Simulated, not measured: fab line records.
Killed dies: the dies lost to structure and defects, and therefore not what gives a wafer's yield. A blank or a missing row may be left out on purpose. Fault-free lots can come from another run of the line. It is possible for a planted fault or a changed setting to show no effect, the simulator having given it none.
The tool behind it: which one? :: flow n5 finfet :: 29 wafers from 10 lots sampled at 5 of the route's 1938 steps

WHAT EACH GAUGE READ, for each wafer
N5_BEOL_M13_THK_MEAS_50: measures by xrf.
lot: L707
measured: day 12 14:04
on: film metro-01
M13_THK (nm): 416 414

lot: L709
measured: day 13 17:17
on: film metro-02
M13_THK (nm): 409 417 414

lot: L713
measured: day 14 11:28
on: film metro-01
M13_THK (nm): 406 402 418

lot: L714
measured: day 15 02:30
on: film metro-02
M13_THK (nm): 422 415 432

lot: L722
measured: day 16 21:14
on: film metro-02
M13_THK (nm): 431 423 420

lot: L725
measured: day 17 20:43
on: film metro-02
M13_THK (nm): 417 422 419

lot: L724
measured: day 17 21:16
on: film metro-01
M13_THK (nm): 418 418 413

lot: L726
measured: day 18 00:31
on: film metro-02
M13_THK (nm): 418 415 414

lot: L728
measured: day 18 04:13
on: film metro-02
M13_THK (nm): 431 420 444

lot: L727
measured: day 18 15:26
on: film metro-02
M13_THK (nm): 431 427 435

EACH LOT AND THE TOOL THAT RAN IT (in order: tool; ch and the chambers of the sampled wafers; start)
lot: L707
N5_BEOL_M13_ETCH_67: rie diel-05 ch 0,2, day 12 09:12
N5_BEOL_M13_ETCH_38: rie diel-02 ch 0,3, day 12 11:57
N5_BEOL_M13_SPUTTER_44: pvd sputter-03, day 12 13:07
N5_BEOL_M13_CMP_49: cmp-03 ch 1,2, day 12 13:46

lot: L709
N5_BEOL_M13_ETCH_67: rie diel-05 ch 0,1, day 13 14:16
N5_BEOL_M13_ETCH_38: rie diel-01 ch 2,3, day 13 15:29
N5_BEOL_M13_SPUTTER_44: pvd sputter-02, day 13 16:19
N5_BEOL_M13_CMP_49: cmp-01 ch 0,3, day 13 16:59

lot: L713
N5_BEOL_M13_ETCH_67: rie diel-01 ch 0,1,3, day 14 05:16
N5_BEOL_M13_ETCH_38: rie diel-05 ch 2,3, day 14 09:56
N5_BEOL_M13_SPUTTER_44: pvd sputter-01, day 14 10:18
N5_BEOL_M13_CMP_49: cmp-03 ch 0,2,3, day 14 11:15

lot: L714
N5_BEOL_M13_ETCH_67: rie diel-01 ch 1,2,3, day 14 23:17
N5_BEOL_M13_ETCH_38: rie diel-01 ch 0,2,3, day 15 00:32
N5_BEOL_M13_SPUTTER_44: pvd sputter-01, day 15 01:23
N5_BEOL_M13_CMP_49: cmp-01 ch 1,2,3, day 15 02:14

lot: L722
N5_BEOL_M13_ETCH_67: rie diel-01 ch 0,1,2, day 16 18:02
N5_BEOL_M13_ETCH_38: rie diel-02 ch 0,1,2, day 16 19:41
N5_BEOL_M13_SPUTTER_44: pvd sputter-03, day 16 20:17
N5_BEOL_M13_CMP_49: cmp-01 ch 1,3, day 16 20:59

lot: L725
N5_BEOL_M13_ETCH_67: rie diel-05 ch 0,3, day 17 16:28
N5_BEOL_M13_ETCH_38: rie diel-02 ch 1,2,3, day 17 18:50
N5_BEOL_M13_SPUTTER_44: pvd sputter-03, day 17 19:17
N5_BEOL_M13_CMP_49: cmp-03 ch 0,1,2, day 17 20:32

lot: L724
N5_BEOL_M13_ETCH_67: rie diel-02 ch 0,1, day 17 17:43
N5_BEOL_M13_ETCH_38: rie diel-05 ch 0,1,2, day 17 19:28
N5_BEOL_M13_SPUTTER_44: pvd sputter-01, day 17 20:08
N5_BEOL_M13_CMP_49: cmp-03 ch 1,3, day 17 21:01

lot: L726
N5_BEOL_M13_ETCH_67: rie diel-02 ch 0,3, day 17 22:25
N5_BEOL_M13_ETCH_38: rie diel-02 ch 1,2, day 17 23:05
N5_BEOL_M13_SPUTTER_44: pvd sputter-03, day 17 23:26
N5_BEOL_M13_CMP_49: cmp-03 ch 0,3, day 18 00:13

lot: L728
N5_BEOL_M13_ETCH_67: rie diel-01 ch 0,2,3, day 18 01:29
N5_BEOL_M13_ETCH_38: rie diel-01 ch 0,1,2, day 18 02:13
N5_BEOL_M13_SPUTTER_44: pvd sputter-01, day 18 02:38
N5_BEOL_M13_CMP_49: cmp-03 ch 0,2,3, day 18 03:58

lot: L727
N5_BEOL_M13_ETCH_67: rie diel-02 ch 2,3, day 18 08:31
N5_BEOL_M13_ETCH_38: rie diel-01 ch 0,1,2, day 18 13:35
N5_BEOL_M13_SPUTTER_44: pvd sputter-02, day 18 14:21
N5_BEOL_M13_CMP_49: cmp-01 ch 0,2, day 18 15:11
- N5_BEOL_M13_ETCH_67: etches SiARC in CF4, target depth 143 nm, time 238.3 s.
- N5_BEOL_M13_ETCH_38: etches SiCN in CF4/N2, target depth 67.5 nm, time 71.9 s.
- N5_BEOL_M13_SPUTTER_44: material Ta, target thk 10 nm, time 16.13 s.
- N5_BEOL_M13_CMP_49: polishes, stops on SiOC, t overpolish 17.1 s, target thk 420 nm.

THE ANSWER, worked out from the rows above alone
Rule: the usual values come from the lots themselves. Put in order of their means at a reading, lots are off if they are a third of the lots or fewer, leave a main group of 4 or more, and stand apart from it by a gap of 3 or more times the standard deviation of the main group's means; of several such gaps the widest counts. If all means in a main group match to the digits the tables above print for the reading, that group is not used. A lot without any number at a reading at which 4 lots or more have one is off too. All remaining lots with rows at the step are treated as sound.
Nothing can be told from this: no lot is off at any reading shown.

WHAT THE SIMULATOR HAD INSERTED
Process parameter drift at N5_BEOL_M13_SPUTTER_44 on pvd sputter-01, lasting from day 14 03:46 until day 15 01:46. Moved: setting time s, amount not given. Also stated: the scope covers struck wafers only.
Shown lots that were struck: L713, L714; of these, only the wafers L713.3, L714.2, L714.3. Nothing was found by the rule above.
